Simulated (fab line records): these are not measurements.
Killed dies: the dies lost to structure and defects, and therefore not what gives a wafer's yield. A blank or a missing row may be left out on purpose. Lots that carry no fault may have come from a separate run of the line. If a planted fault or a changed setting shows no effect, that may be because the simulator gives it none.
fab line records :: flow n5-finfet
record:
  lots: 7
  wafers: 39
route steps=1938 shown SD_EPI_P@321 HKMG_FIN@449 MOL_CONTACT_COAG@532 BEOL_M4@1111
start-h: hours from the record's opening day to when the first of the lot's shown wafers began :: wait-h: hours elapsed since this lot's preceding step :: " unchanged from the row above :: L1.1+2: a row that stands for several wafers :: - no value present, or no start provided :: * or withheld: withheld :: < > ~ a bound
route shown NAME@n: NAME is a module with steps in the file, n the number in the route of the first one :: usual: mean/standard deviation of fault-free wafers :: same: alike in all rows :: chamber/n: place in a boat :: sites: the reading at each site :: _std_site: the values' standard deviation :: _edge_site: inner sites' mean taken away from outer sites' mean :: radius-mm: how far each site lies from the wafer's centre :: mask NAME#n: copy n :: behind: the last tool/chamber to shape the wafer :: hold: why the lot was held/for how many hours/how that ended :: device: whichever transistor did not switch (one of n, p or np) :: end of line: the tests these same wafers got at the end of their route :: for a step that has no rows: nothing shown but its recipe :: killed: the dies lost at the first sort to structure and to defects; this is not the yield of the wafer :: map: per-die view of a wafer (x killed, . not killed, _ where there is no die)
set.NAME: the setting that was run; set.NAME@STEP: the one run at that earlier step :: model.NAME: the simulator's own value behind a step, which no gauge read
lots whose settings were changed on purpose; a table a step, a row a wafer
== steps ==
step: N5_SD_EPI_P_EPI_21
recipe:
  material: SiGe:B
  dopant: B
  temp-c: 550
  pressure-torr: 20
  ambient: H2
  time-s: 355
step: N5_HKMG_FIN_ALD_71
recipe:
  material: TiN
  target-thk-a: 10
  temp-c: 400
  ald-precursor-family: TiCl4
  ald-co-reactant: NH3
  pulse-time-s: 1
  purge-time-s: 3
  co-reactant-purge-time-s: 2
  co-reactant-pulse-time-s: 2
  ald-cycles: 47
  pressure-torr: 3
step: N5_MOL_CONTACT_COAG_ETCH_106
recipe:
  chemistry: N2/H2
  target: SOC
  target-depth-a: 800
  overetch-a: 160
  mask-material: SiARC
  temp-c: 40
  time-s: 120
  ion-energy-ev: 200
  pressure-mtorr: 30
  source-w: 840
  bias-w: 150
  n2-flow-sccm: 200
  h2-flow-sccm: 200
step: N5_MOL_CONTACT_COAG_IMPLANT_129
recipe:
  species: Ge
  energy-kev: 3
  dose-cm2: 6e+14
  tilt-deg: 0
  rotation-deg: 0
step: N5_MOL_CONTACT_COAG_ETCH_91
recipe:
  chemistry: N2/H2
  target: SOC
  target-depth-a: 600
  overetch-a: 210
  mask-material: SiARC
  temp-c: 40
  time-s: 101.2
  ion-energy-ev: 200
  pressure-mtorr: 30
  source-w: 840
  bias-w: 150
  n2-flow-sccm: 200
  h2-flow-sccm: 200
step: N5_MOL_CONTACT_COAG_EXPOSE_37
recipe:
  mask-id: VD
  na: 0.33
  source-shape: annular
  sigma-inner: 0.3
  sigma-outer: 0.7
  polarization: unpolarized
  defocus-nm: 0
  dose-mj: 62
step: N5_BEOL_M4_RC_MEAS_101
usual:
  RS_SD_P: 65.5/0.97
lot.wafer: L081.1
tool: prober-01
chamber: 0
start-h: 209.38
wait-h: 0.0
set.epi-growth-time-s@SD_EPI_P_EPI_21: 355
set.ald-cycles@HKMG_FIN_ALD_71: 52
set.source-w@MOL_CONTACT_COAG_ETCH_106: 840
set.energy-kev@MOL_CONTACT_COAG_IMPLANT_129: 2.236
set.source-w@MOL_CONTACT_COAG_ETCH_91: 979.7
set.dose-mj@MOL_CONTACT_COAG_EXPOSE_37: 65.61
RS_SD_P[ohm/sq]: 64.9

lot.wafer: L081.2
tool: prober-01
chamber: 0
start-h: 209.38
wait-h: 0.0
set.epi-growth-time-s@SD_EPI_P_EPI_21: 355
set.ald-cycles@HKMG_FIN_ALD_71: 47
set.source-w@MOL_CONTACT_COAG_ETCH_106: 767
set.energy-kev@MOL_CONTACT_COAG_IMPLANT_129: 2.236
set.source-w@MOL_CONTACT_COAG_ETCH_91: 840
set.dose-mj@MOL_CONTACT_COAG_EXPOSE_37: 65.61
RS_SD_P[ohm/sq]: 65.3

lot.wafer: L081.3
tool: prober-01
chamber: 0
start-h: 209.38
wait-h: 0.0
set.epi-growth-time-s@SD_EPI_P_EPI_21: 355
set.ald-cycles@HKMG_FIN_ALD_71: 47
set.source-w@MOL_CONTACT_COAG_ETCH_106: 767
set.energy-kev@MOL_CONTACT_COAG_IMPLANT_129: 3
set.source-w@MOL_CONTACT_COAG_ETCH_91: 979.7
set.dose-mj@MOL_CONTACT_COAG_EXPOSE_37: 62
RS_SD_P[ohm/sq]: 65.3

lot.wafer: L081.4
tool: prober-01
chamber: 0
start-h: 209.38
wait-h: 0.0
set.epi-growth-time-s@SD_EPI_P_EPI_21: 355
set.ald-cycles@HKMG_FIN_ALD_71: 52
set.source-w@MOL_CONTACT_COAG_ETCH_106: 767
set.energy-kev@MOL_CONTACT_COAG_IMPLANT_129: 3
set.source-w@MOL_CONTACT_COAG_ETCH_91: 979.7
set.dose-mj@MOL_CONTACT_COAG_EXPOSE_37: 62
RS_SD_P[ohm/sq]: 65.7

lot.wafer: L081.5
tool: prober-01
chamber: 0
start-h: 209.38
wait-h: 0.0
set.epi-growth-time-s@SD_EPI_P_EPI_21: 355
set.ald-cycles@HKMG_FIN_ALD_71: 47
set.source-w@MOL_CONTACT_COAG_ETCH_106: 840
set.energy-kev@MOL_CONTACT_COAG_IMPLANT_129: 3
set.source-w@MOL_CONTACT_COAG_ETCH_91: 840
set.dose-mj@MOL_CONTACT_COAG_EXPOSE_37: 65.61
RS_SD_P[ohm/sq]: 65.3

lot.wafer: L081.6
tool: prober-01
chamber: 0
start-h: 209.38
wait-h: 0.0
set.epi-growth-time-s@SD_EPI_P_EPI_21: 355
set.ald-cycles@HKMG_FIN_ALD_71: 52
set.source-w@MOL_CONTACT_COAG_ETCH_106: 840
set.energy-kev@MOL_CONTACT_COAG_IMPLANT_129: 2.236
set.source-w@MOL_CONTACT_COAG_ETCH_91: 840
set.dose-mj@MOL_CONTACT_COAG_EXPOSE_37: 62
RS_SD_P[ohm/sq]: 64.2

lot.wafer: L085.1
tool: prober-01
chamber: 0
start-h: 235.13
wait-h: 0.0
set.epi-growth-time-s@SD_EPI_P_EPI_21: 355
set.ald-cycles@HKMG_FIN_ALD_71: 47
set.source-w@MOL_CONTACT_COAG_ETCH_106: 840
set.energy-kev@MOL_CONTACT_COAG_IMPLANT_129: 3
set.source-w@MOL_CONTACT_COAG_ETCH_91: 840
set.dose-mj@MOL_CONTACT_COAG_EXPOSE_37: 62
RS_SD_P[ohm/sq]: 66.0

lot.wafer: L085.2
tool: prober-01
chamber: 0
start-h: 235.13
wait-h: 0.0
set.epi-growth-time-s@SD_EPI_P_EPI_21: 355
set.ald-cycles@HKMG_FIN_ALD_71: 47
set.source-w@MOL_CONTACT_COAG_ETCH_106: 840
set.energy-kev@MOL_CONTACT_COAG_IMPLANT_129: 3
set.source-w@MOL_CONTACT_COAG_ETCH_91: 840
set.dose-mj@MOL_CONTACT_COAG_EXPOSE_37: 62
RS_SD_P[ohm/sq]: 65.4

lot.wafer: L085.5
tool: prober-01
chamber: 0
start-h: 235.13
wait-h: 0.0
set.epi-growth-time-s@SD_EPI_P_EPI_21: 355
set.ald-cycles@HKMG_FIN_ALD_71: 47
set.source-w@MOL_CONTACT_COAG_ETCH_106: 840
set.energy-kev@MOL_CONTACT_COAG_IMPLANT_129: 3
set.source-w@MOL_CONTACT_COAG_ETCH_91: 840
set.dose-mj@MOL_CONTACT_COAG_EXPOSE_37: 62
RS_SD_P[ohm/sq]: 66.6

lot.wafer: L086.1
tool: prober-02
chamber: 0
start-h: 240.26
wait-h: 0.0
set.epi-growth-time-s@SD_EPI_P_EPI_21: 355
set.ald-cycles@HKMG_FIN_ALD_71: 47
set.source-w@MOL_CONTACT_COAG_ETCH_106: 840
set.energy-kev@MOL_CONTACT_COAG_IMPLANT_129: 2.453
set.source-w@MOL_CONTACT_COAG_ETCH_91: 840
set.dose-mj@MOL_CONTACT_COAG_EXPOSE_37: 62
RS_SD_P[ohm/sq]: 66.1

lot.wafer: L086.2
tool: prober-02
chamber: 0
start-h: 240.26
wait-h: 0.0
set.epi-growth-time-s@SD_EPI_P_EPI_21: 324.4
set.ald-cycles@HKMG_FIN_ALD_71: 47
set.source-w@MOL_CONTACT_COAG_ETCH_106: 798.3
set.energy-kev@MOL_CONTACT_COAG_IMPLANT_129: 3
set.source-w@MOL_CONTACT_COAG_ETCH_91: 953.7
set.dose-mj@MOL_CONTACT_COAG_EXPOSE_37: 58.08
RS_SD_P[ohm/sq]: 69.8

lot.wafer: L086.3
tool: prober-02
chamber: 0
start-h: 240.26
wait-h: 0.0
set.epi-growth-time-s@SD_EPI_P_EPI_21: 324.4
set.ald-cycles@HKMG_FIN_ALD_71: 51
set.source-w@MOL_CONTACT_COAG_ETCH_106: 798.3
set.energy-kev@MOL_CONTACT_COAG_IMPLANT_129: 3
set.source-w@MOL_CONTACT_COAG_ETCH_91: 840
set.dose-mj@MOL_CONTACT_COAG_EXPOSE_37: 58.08
RS_SD_P[ohm/sq]: 70.8

lot.wafer: L086.4
tool: prober-02
chamber: 0
start-h: 240.26
wait-h: 0.0
set.epi-growth-time-s@SD_EPI_P_EPI_21: 355
set.ald-cycles@HKMG_FIN_ALD_71: 47
set.source-w@MOL_CONTACT_COAG_ETCH_106: 798.3
set.energy-kev@MOL_CONTACT_COAG_IMPLANT_129: 2.453
set.source-w@MOL_CONTACT_COAG_ETCH_91: 953.7
set.dose-mj@MOL_CONTACT_COAG_EXPOSE_37: 62
RS_SD_P[ohm/sq]: 65.6

lot.wafer: L086.5
tool: prober-02
chamber: 0
start-h: 240.26
wait-h: 0.0
set.epi-growth-time-s@SD_EPI_P_EPI_21: 355
set.ald-cycles@HKMG_FIN_ALD_71: 51
set.source-w@MOL_CONTACT_COAG_ETCH_106: 840
set.energy-kev@MOL_CONTACT_COAG_IMPLANT_129: 3
set.source-w@MOL_CONTACT_COAG_ETCH_91: 953.7
set.dose-mj@MOL_CONTACT_COAG_EXPOSE_37: 62
RS_SD_P[ohm/sq]: 65.4

lot.wafer: L086.6
tool: prober-02
chamber: 0
start-h: 240.26
wait-h: 0.0
set.epi-growth-time-s@SD_EPI_P_EPI_21: 324.4
set.ald-cycles@HKMG_FIN_ALD_71: 51
set.source-w@MOL_CONTACT_COAG_ETCH_106: 840
set.energy-kev@MOL_CONTACT_COAG_IMPLANT_129: 2.453
set.source-w@MOL_CONTACT_COAG_ETCH_91: 840
set.dose-mj@MOL_CONTACT_COAG_EXPOSE_37: 58.08
RS_SD_P[ohm/sq]: 69.0

lot.wafer: L087.1
tool: prober-01
chamber: 0
start-h: 242.18
wait-h: 0.0
set.epi-growth-time-s@SD_EPI_P_EPI_21: 355
set.ald-cycles@HKMG_FIN_ALD_71: 47
set.source-w@MOL_CONTACT_COAG_ETCH_106: 914.5
set.energy-kev@MOL_CONTACT_COAG_IMPLANT_129: 3.429
set.source-w@MOL_CONTACT_COAG_ETCH_91: 840
set.dose-mj@MOL_CONTACT_COAG_EXPOSE_37: 62
RS_SD_P[ohm/sq]: 66.4

lot.wafer: L087.2
tool: prober-01
chamber: 0
start-h: 242.18
wait-h: 0.0
set.epi-growth-time-s@SD_EPI_P_EPI_21: 317.6
set.ald-cycles@HKMG_FIN_ALD_71: 47
set.source-w@MOL_CONTACT_COAG_ETCH_106: 840
set.energy-kev@MOL_CONTACT_COAG_IMPLANT_129: 3
set.source-w@MOL_CONTACT_COAG_ETCH_91: 840
set.dose-mj@MOL_CONTACT_COAG_EXPOSE_37: 62
RS_SD_P[ohm/sq]: 70.6

lot.wafer: L087.3
tool: prober-01
chamber: 0
start-h: 242.18
wait-h: 0.0
set.epi-growth-time-s@SD_EPI_P_EPI_21: 355
set.ald-cycles@HKMG_FIN_ALD_71: 47
set.source-w@MOL_CONTACT_COAG_ETCH_106: 840
set.energy-kev@MOL_CONTACT_COAG_IMPLANT_129: 3
set.source-w@MOL_CONTACT_COAG_ETCH_91: 840
set.dose-mj@MOL_CONTACT_COAG_EXPOSE_37: 60.28
RS_SD_P[ohm/sq]: 65.6

lot.wafer: L087.4
tool: prober-01
chamber: 0
start-h: 242.18
wait-h: 0.0
set.epi-growth-time-s@SD_EPI_P_EPI_21: 317.6
set.ald-cycles@HKMG_FIN_ALD_71: 51
set.source-w@MOL_CONTACT_COAG_ETCH_106: 840
set.energy-kev@MOL_CONTACT_COAG_IMPLANT_129: 3.429
set.source-w@MOL_CONTACT_COAG_ETCH_91: 840
set.dose-mj@MOL_CONTACT_COAG_EXPOSE_37: 60.28
RS_SD_P[ohm/sq]: 70.3

lot.wafer: L087.5
tool: prober-01
chamber: 0
start-h: 242.18
wait-h: 0.0
set.epi-growth-time-s@SD_EPI_P_EPI_21: 317.6
set.ald-cycles@HKMG_FIN_ALD_71: 51
set.source-w@MOL_CONTACT_COAG_ETCH_106: 914.5
set.energy-kev@MOL_CONTACT_COAG_IMPLANT_129: 3
set.source-w@MOL_CONTACT_COAG_ETCH_91: 840
set.dose-mj@MOL_CONTACT_COAG_EXPOSE_37: 62
RS_SD_P[ohm/sq]: 70.8

lot.wafer: L087.6
tool: prober-01
chamber: 0
start-h: 242.18
wait-h: 0.0
set.epi-growth-time-s@SD_EPI_P_EPI_21: 355
set.ald-cycles@HKMG_FIN_ALD_71: 51
set.source-w@MOL_CONTACT_COAG_ETCH_106: 914.5
set.energy-kev@MOL_CONTACT_COAG_IMPLANT_129: 3.429
set.source-w@MOL_CONTACT_COAG_ETCH_91: 840
set.dose-mj@MOL_CONTACT_COAG_EXPOSE_37: 60.28
RS_SD_P[ohm/sq]: 65.0

lot.wafer: L089.1
tool: prober-01
chamber: 0
start-h: 275.54
wait-h: 0.0
set.epi-growth-time-s@SD_EPI_P_EPI_21: 328.5
set.ald-cycles@HKMG_FIN_ALD_71: 42
set.source-w@MOL_CONTACT_COAG_ETCH_106: 995.6
set.energy-kev@MOL_CONTACT_COAG_IMPLANT_129: 3
set.source-w@MOL_CONTACT_COAG_ETCH_91: 891.9
set.dose-mj@MOL_CONTACT_COAG_EXPOSE_37: 66.43
RS_SD_P[ohm/sq]: 67.5

lot.wafer: L089.2
tool: prober-01
chamber: 0
start-h: 275.54
wait-h: 0.0
set.epi-growth-time-s@SD_EPI_P_EPI_21: 328.5
set.ald-cycles@HKMG_FIN_ALD_71: 47
set.source-w@MOL_CONTACT_COAG_ETCH_106: 840
set.energy-kev@MOL_CONTACT_COAG_IMPLANT_129: 3
set.source-w@MOL_CONTACT_COAG_ETCH_91: 891.9
set.dose-mj@MOL_CONTACT_COAG_EXPOSE_37: 62
RS_SD_P[ohm/sq]: 67.1

lot.wafer: L089.3
tool: prober-01
chamber: 0
start-h: 275.54
wait-h: 0.0
set.epi-growth-time-s@SD_EPI_P_EPI_21: 355
set.ald-cycles@HKMG_FIN_ALD_71: 42
set.source-w@MOL_CONTACT_COAG_ETCH_106: 840
set.energy-kev@MOL_CONTACT_COAG_IMPLANT_129: 3
set.source-w@MOL_CONTACT_COAG_ETCH_91: 891.9
set.dose-mj@MOL_CONTACT_COAG_EXPOSE_37: 66.43
RS_SD_P[ohm/sq]: 64.8

lot.wafer: L089.4
tool: prober-01
chamber: 0
start-h: 275.54
wait-h: 0.0
set.epi-growth-time-s@SD_EPI_P_EPI_21: 328.5
set.ald-cycles@HKMG_FIN_ALD_71: 47
set.source-w@MOL_CONTACT_COAG_ETCH_106: 995.6
set.energy-kev@MOL_CONTACT_COAG_IMPLANT_129: 3
set.source-w@MOL_CONTACT_COAG_ETCH_91: 840
set.dose-mj@MOL_CONTACT_COAG_EXPOSE_37: 66.43
RS_SD_P[ohm/sq]: 66.6

lot.wafer: L089.5
tool: prober-01
chamber: 0
start-h: 275.54
wait-h: 0.0
set.epi-growth-time-s@SD_EPI_P_EPI_21: 355
set.ald-cycles@HKMG_FIN_ALD_71: 47
set.source-w@MOL_CONTACT_COAG_ETCH_106: 840
set.energy-kev@MOL_CONTACT_COAG_IMPLANT_129: 3
set.source-w@MOL_CONTACT_COAG_ETCH_91: 840
set.dose-mj@MOL_CONTACT_COAG_EXPOSE_37: 62
RS_SD_P[ohm/sq]: 64.6

lot.wafer: L089.6
tool: prober-01
chamber: 0
start-h: 275.54
wait-h: 0.0
set.epi-growth-time-s@SD_EPI_P_EPI_21: 355
set.ald-cycles@HKMG_FIN_ALD_71: 42
set.source-w@MOL_CONTACT_COAG_ETCH_106: 995.6
set.energy-kev@MOL_CONTACT_COAG_IMPLANT_129: 3
set.source-w@MOL_CONTACT_COAG_ETCH_91: 840
set.dose-mj@MOL_CONTACT_COAG_EXPOSE_37: 62
RS_SD_P[ohm/sq]: 64.4

lot.wafer: L095.1
tool: prober-02
chamber: 0
start-h: 300.11
wait-h: 0.0
set.epi-growth-time-s@SD_EPI_P_EPI_21: 379.1
set.ald-cycles@HKMG_FIN_ALD_71: 47
set.source-w@MOL_CONTACT_COAG_ETCH_106: 940.1
set.energy-kev@MOL_CONTACT_COAG_IMPLANT_129: 3
set.source-w@MOL_CONTACT_COAG_ETCH_91: 928.5
set.dose-mj@MOL_CONTACT_COAG_EXPOSE_37: 62
RS_SD_P[ohm/sq]: 62.6

lot.wafer: L095.2
tool: prober-02
chamber: 0
start-h: 300.11
wait-h: 0.0
set.epi-growth-time-s@SD_EPI_P_EPI_21: 355
set.ald-cycles@HKMG_FIN_ALD_71: 47
set.source-w@MOL_CONTACT_COAG_ETCH_106: 840
set.energy-kev@MOL_CONTACT_COAG_IMPLANT_129: 3
set.source-w@MOL_CONTACT_COAG_ETCH_91: 840
set.dose-mj@MOL_CONTACT_COAG_EXPOSE_37: 62
RS_SD_P[ohm/sq]: 65.9

lot.wafer: L095.3
tool: prober-02
chamber: 0
start-h: 300.11
wait-h: 0.0
set.epi-growth-time-s@SD_EPI_P_EPI_21: 379.1
set.ald-cycles@HKMG_FIN_ALD_71: 47
set.source-w@MOL_CONTACT_COAG_ETCH_106: 940.1
set.energy-kev@MOL_CONTACT_COAG_IMPLANT_129: 3
set.source-w@MOL_CONTACT_COAG_ETCH_91: 840
set.dose-mj@MOL_CONTACT_COAG_EXPOSE_37: 62
RS_SD_P[ohm/sq]: 61.5

lot.wafer: L095.4
tool: prober-02
chamber: 0
start-h: 300.11
wait-h: 0.0
set.epi-growth-time-s@SD_EPI_P_EPI_21: 355
set.ald-cycles@HKMG_FIN_ALD_71: 47
set.source-w@MOL_CONTACT_COAG_ETCH_106: 840
set.energy-kev@MOL_CONTACT_COAG_IMPLANT_129: 3
set.source-w@MOL_CONTACT_COAG_ETCH_91: 928.5
set.dose-mj@MOL_CONTACT_COAG_EXPOSE_37: 59.26
RS_SD_P[ohm/sq]: 65.3

lot.wafer: L095.5
tool: prober-02
chamber: 0
start-h: 300.11
wait-h: 0.0
set.epi-growth-time-s@SD_EPI_P_EPI_21: 355
set.ald-cycles@HKMG_FIN_ALD_71: 47
set.source-w@MOL_CONTACT_COAG_ETCH_106: 940.1
set.energy-kev@MOL_CONTACT_COAG_IMPLANT_129: 3
set.source-w@MOL_CONTACT_COAG_ETCH_91: 928.5
set.dose-mj@MOL_CONTACT_COAG_EXPOSE_37: 59.26
RS_SD_P[ohm/sq]: 65.3

lot.wafer: L095.6
tool: prober-02
chamber: 0
start-h: 300.11
wait-h: 0.0
set.epi-growth-time-s@SD_EPI_P_EPI_21: 379.1
set.ald-cycles@HKMG_FIN_ALD_71: 47
set.source-w@MOL_CONTACT_COAG_ETCH_106: 840
set.energy-kev@MOL_CONTACT_COAG_IMPLANT_129: 3
set.source-w@MOL_CONTACT_COAG_ETCH_91: 840
set.dose-mj@MOL_CONTACT_COAG_EXPOSE_37: 59.26
RS_SD_P[ohm/sq]: 61.5

lot.wafer: L096.1
tool: prober-01
chamber: 0
start-h: 305.74
wait-h: 0.0
set.epi-growth-time-s@SD_EPI_P_EPI_21: 355
set.ald-cycles@HKMG_FIN_ALD_71: 47
set.source-w@MOL_CONTACT_COAG_ETCH_106: 686.6
set.energy-kev@MOL_CONTACT_COAG_IMPLANT_129: 3.397
set.source-w@MOL_CONTACT_COAG_ETCH_91: 840
set.dose-mj@MOL_CONTACT_COAG_EXPOSE_37: 64.65
RS_SD_P[ohm/sq]: 66.0

lot.wafer: L096.2
tool: prober-01
chamber: 0
start-h: 305.74
wait-h: 0.0
set.epi-growth-time-s@SD_EPI_P_EPI_21: 355
set.ald-cycles@HKMG_FIN_ALD_71: 47
set.source-w@MOL_CONTACT_COAG_ETCH_106: 840
set.energy-kev@MOL_CONTACT_COAG_IMPLANT_129: 3.397
set.source-w@MOL_CONTACT_COAG_ETCH_91: 840
set.dose-mj@MOL_CONTACT_COAG_EXPOSE_37: 62
RS_SD_P[ohm/sq]: 65.8

lot.wafer: L096.3
tool: prober-01
chamber: 0
start-h: 305.74
wait-h: 0.0
set.epi-growth-time-s@SD_EPI_P_EPI_21: 355
set.ald-cycles@HKMG_FIN_ALD_71: 47
set.source-w@MOL_CONTACT_COAG_ETCH_106: 840
set.energy-kev@MOL_CONTACT_COAG_IMPLANT_129: 3.397
set.source-w@MOL_CONTACT_COAG_ETCH_91: 985.5
set.dose-mj@MOL_CONTACT_COAG_EXPOSE_37: 62
RS_SD_P[ohm/sq]: 66.1

lot.wafer: L096.4
tool: prober-01
chamber: 0
start-h: 305.74
wait-h: 0.0
set.epi-growth-time-s@SD_EPI_P_EPI_21: 355
set.ald-cycles@HKMG_FIN_ALD_71: 47
set.source-w@MOL_CONTACT_COAG_ETCH_106: 686.6
set.energy-kev@MOL_CONTACT_COAG_IMPLANT_129: 3
set.source-w@MOL_CONTACT_COAG_ETCH_91: 985.5
set.dose-mj@MOL_CONTACT_COAG_EXPOSE_37: 62
RS_SD_P[ohm/sq]: 67.1

lot.wafer: L096.5
tool: prober-01
chamber: 0
start-h: 305.74
wait-h: 0.0
set.epi-growth-time-s@SD_EPI_P_EPI_21: 355
set.ald-cycles@HKMG_FIN_ALD_71: 47
set.source-w@MOL_CONTACT_COAG_ETCH_106: 686.6
set.energy-kev@MOL_CONTACT_COAG_IMPLANT_129: 3
set.source-w@MOL_CONTACT_COAG_ETCH_91: 985.5
set.dose-mj@MOL_CONTACT_COAG_EXPOSE_37: 64.65
RS_SD_P[ohm/sq]: 66.4

lot.wafer: L096.6
tool: prober-01
chamber: 0
start-h: 305.74
wait-h: 0.0
set.epi-growth-time-s@SD_EPI_P_EPI_21: 355
set.ald-cycles@HKMG_FIN_ALD_71: 47
set.source-w@MOL_CONTACT_COAG_ETCH_106: 840
set.energy-kev@MOL_CONTACT_COAG_IMPLANT_129: 3
set.source-w@MOL_CONTACT_COAG_ETCH_91: 840
set.dose-mj@MOL_CONTACT_COAG_EXPOSE_37: 64.65
RS_SD_P[ohm/sq]: 66.9
== key ==
split:
  step: N5_SD_EPI_P_EPI_21
  setting: epi-growth-time-s
  stated-as: 355
response:
  step: N5_BEOL_M4_RC_MEAS_101
  reading: RS_SD_P
  slope: -0.465
  per: 1%
  together-with: all
  explained: 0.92
split:
  step: N5_HKMG_FIN_ALD_71
  setting: ald-cycles
  stated-as: 47
response none clear
split:
  step: N5_MOL_CONTACT_COAG_ETCH_106
  setting: source-w
  stated-as: 840
response none clear
split:
  step: N5_MOL_CONTACT_COAG_IMPLANT_129
  setting: energy-kev
  stated-as: 3
response none clear
split:
  step: N5_MOL_CONTACT_COAG_ETCH_91
  setting: source-w
  stated-as: 840
response none clear
split:
  step: N5_MOL_CONTACT_COAG_EXPOSE_37
  setting: dose-mj
  stated-as: 62
response none clear
